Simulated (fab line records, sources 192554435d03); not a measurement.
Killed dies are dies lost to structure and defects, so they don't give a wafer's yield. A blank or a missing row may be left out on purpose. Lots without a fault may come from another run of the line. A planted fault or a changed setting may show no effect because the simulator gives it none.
Split-lot experiment | flow n5_finfet | 7 lots, 21 wafers read, on a route of 1938 steps

THE SPLIT
At N5_FIN_SAQP_HM_DEP_03 (deposits SiNx from SiH4/NH3/N2, target thk 38 nm, time 33.6 s), the setting time_s was moved away from the recipe's 33.6 s on 4 of the 21 wafers read, by -4.7% to +11.8%. The other wafers ran this setting at the recipe's value.

FROM THE SPLIT TO THE READING: what the file shows between them, 13 steps
- N5_FIN_SAQP_THK_MEAS_05
- N5_FIN_SAQP_PECVD_47: deposits a-Si from SiH4/He, target thk 45 nm, time 36.3 s (also split here: time_s)
- N5_FIN_SAQP_PECVD_48: deposits SiNx from SiH4/NH3/N2, target thk 25 nm, time 22.1 s
- N5_FIN_SAQP_PECVD_06: deposits a-Si from SiH4/He, target thk 60 nm, time 48.1 s
- N5_FIN_SAQP_ETCH_57: etches SiNx in CH3F/O2, target depth 32.5 nm, time 46.4 s
- N5_FIN_SAQP_ETCH_65: etches SiO2 in CF4, target depth 4 nm, time 4.4 s
- N5_FIN_SAQP_MANDREL_ETCH_58: etches a-Si in HBr/Cl2, stops on SiNx, target depth 45 nm, bt time 10 s, time 27 s
- N5_FIN_SAQP_SPACER2_ALD_28: deposits SiO2, target thk 8.1 nm, pulse time 1 s, purge time 2 s (also split here: temp_c)
- N5_FIN_SAQP_SPACER2_ETCHBACK_29: etches SiO2 in CHF3/O2, target depth 12.2 nm, time 6.1 s
- N5_FIN_SAQP_MANDREL2_REMOVE_60: chemistry HBr/Cl2/O2, target a-Si, stops on SiNx, bt time 10 s
- N5_FIN_SAQP_HM_OPEN_33: chemistry CH3F/O2, target SiNx, target depth 49.4 nm, time 70.6 s
- N5_FIN_SAQP_ETCH_34: etches SiO2 in C4F6/O2, target depth 45 nm, time 15 s
- N5_FIN_SAQP_ETCH_64: etches SiO2 in CF4, target depth 1.5 nm (also split here: bias_w)

THE READING
SiNx_of_FIN_SAQP_HM_DEP_03.thk_nm (the simulator's own value, which no gauge read), in nm, at N5_FIN_SAQP_FIN_ETCH_36 (etches the open film in HBr/Cl2/O2, target depth 120 nm, time 50.4 s). The file gives no usual value for it. The 17 wafers here that ran the recipe average 21.2 nm, standard deviation 0.6 nm.

wafer  | tool, chamber at the split | time_s as run, s | against the recipe | SiNx_of_FIN_SAQP_HM_DEP_03.thk_nm, nm | against lot-mates on the recipe
L076.1 | pecvd-03, 1                | 33.6             | recipe             | 21.4                                  | -
L076.3 | pecvd-03, 2                | 33.6             | recipe             | 22.2                                  | -
L076.6 | pecvd-03, 2                | 33.6             | recipe             | 21.8                                  | -
L077.1 | pecvd-04, 1                | 33.6             | recipe             | 20.6                                  | -
L077.2 | pecvd-04, 2                | 33.6             | recipe             | 21.6                                  | -
L077.6 | pecvd-04, 1                | 33.6             | recipe             | 20.8                                  | -
L081.1 | pecvd-01, 1                | 33.6             | recipe             | 20.8                                  | -
L081.2 | pecvd-01, 2                | 33.6             | recipe             | 21                                    | -
L081.3 | pecvd-01, 2                | 33.6             | recipe             | 21.6                                  | -
L084.2 | pecvd-01, 2                | 33.6             | recipe             | 20.8                                  | -
L084.4 | pecvd-01, 2                | 33.6             | recipe             | 21.2                                  | -
L084.6 | pecvd-01, 2                | 33.6             | recipe             | 22.2                                  | -
L085.1 | pecvd-01, 2                | 33.6             | recipe             | 20.6                                  | -
L085.2 | pecvd-01, 1                | 33.6             | recipe             | 20.2                                  | -
L085.5 | pecvd-01, 1                | 37.57            | +11.8%             | 25.4                                  | +5.0
L088.1 | pecvd-03, 0                | 32.01            | -4.7%              | 19.2                                  | -2.8
L088.5 | pecvd-03, 0                | 32.01            | -4.7%              | 19.4                                  | -2.6
L088.6 | pecvd-03, 1                | 33.6             | recipe             | 22                                    | -
L094.1 | pecvd-03, 2                | 35.98            | +7.1%              | 23.2                                  | +2.1
L094.3 | pecvd-03, 0                | 33.6             | recipe             | 20.6                                  | -
L094.6 | pecvd-03, 0                | 33.6             | recipe             | 21.6                                  | -

THE FIT
A straight line over all 21 wafers: SiNx_of_FIN_SAQP_HM_DEP_03.thk_nm changes by +0.349 nm for each +1% of time_s; r = +0.90; the points scatter about the line by 0.58 nm.
The same after taking each lot's own level away (the mean of its wafers on the recipe; 21 wafers): +0.429 nm for each +1%; r = +0.95; scatter 0.48 nm.
On that fit, the largest move of time_s shifts the reading by 5.1 nm.
The lots' own levels span 20.40 to 22.00 nm, that is 2.7 times the standard deviation above.
So the lot-to-lot level changes the slope: the two fits differ.
Check: with one of the wafers moved furthest among these (+11.8%) left out of the fit, the line predicts +4.88 nm for it against its lot-mates. It came out at +5 nm against them.

OTHER SPLITS ON THESE WAFERS
These wafers also went through other splits before the reading. Each is held against what the fit with the lots' levels taken away leaves over:
other split on the same wafers        | wafers away from the commonest value | r with SiNx_of_FIN_SAQP_HM_DEP_03.thk_nm (lot level and that fit taken away)
N5_WELL_APT_COAT_02 spin_rpm          | 11                                   | +0.10
N5_WELL_APT_DEVELOP_07 develop_time_s | 7                                    | +0.10
N5_FIN_SAQP_PECVD_47 time_s           | 7                                    | +0.04
N5_FIN_SAQP_SPACER2_ALD_28 temp_c     | 10                                   | -0.13
N5_FIN_SAQP_ETCH_64 bias_w            | 6                                    | +0.17

THE WHOLE CHAIN: every reading that the file lists as answering this split, in the file's order
step                           | what it does                                                         | reading                                                                            | change (the file's fit)               | r (the file's)
N5_FIN_SAQP_HM_DEP_03          | deposits SiNx from SiH4/NH3/N2, target thk 38 nm, time 33.6 s        | SiNx_of_FIN_SAQP_HM_DEP_03.thk_nm (the simulator's own value, which no gauge read) | +0.375 nm for each +1% of the setting | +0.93
N5_FIN_SAQP_THK_MEAS_05        |                                                                      | thk_nm                                                                             | withheld for each +1% of the setting  | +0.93
N5_FIN_SAQP_MANDREL2_REMOVE_60 | chemistry HBr/Cl2/O2, target a-Si, stops on SiNx, bt time 10 s       | SiNx_of_FIN_SAQP_HM_DEP_03.thk_nm (the simulator's own value, which no gauge read) | +0.374 nm for each +1% of the setting | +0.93
N5_FIN_SAQP_HM_OPEN_33         | chemistry CH3F/O2, target SiNx, target depth 49.4 nm, time 70.6 s    | etch.depth_nm (the simulator's own value, which no gauge read)                     | +0.381 nm for each +1% of the setting | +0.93
N5_FIN_SAQP_ETCH_34            | etches SiO2 in C4F6/O2, target depth 45 nm, time 15 s                | SiNx_of_FIN_SAQP_HM_DEP_03.thk_nm (the simulator's own value, which no gauge read) | +0.39 nm for each +1% of the setting  | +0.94
N5_FIN_SAQP_FIN_ETCH_36        | etches the open film in HBr/Cl2/O2, target depth 120 nm, time 50.4 s | SiNx_of_FIN_SAQP_HM_DEP_03.thk_nm (the simulator's own value, which no gauge read) | +0.409 nm for each +1% of the setting | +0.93

THE FILE'S OWN FIT
SiNx_of_FIN_SAQP_HM_DEP_03.thk_nm changes by +0.409 nm for each +1% of time_s, r = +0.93.
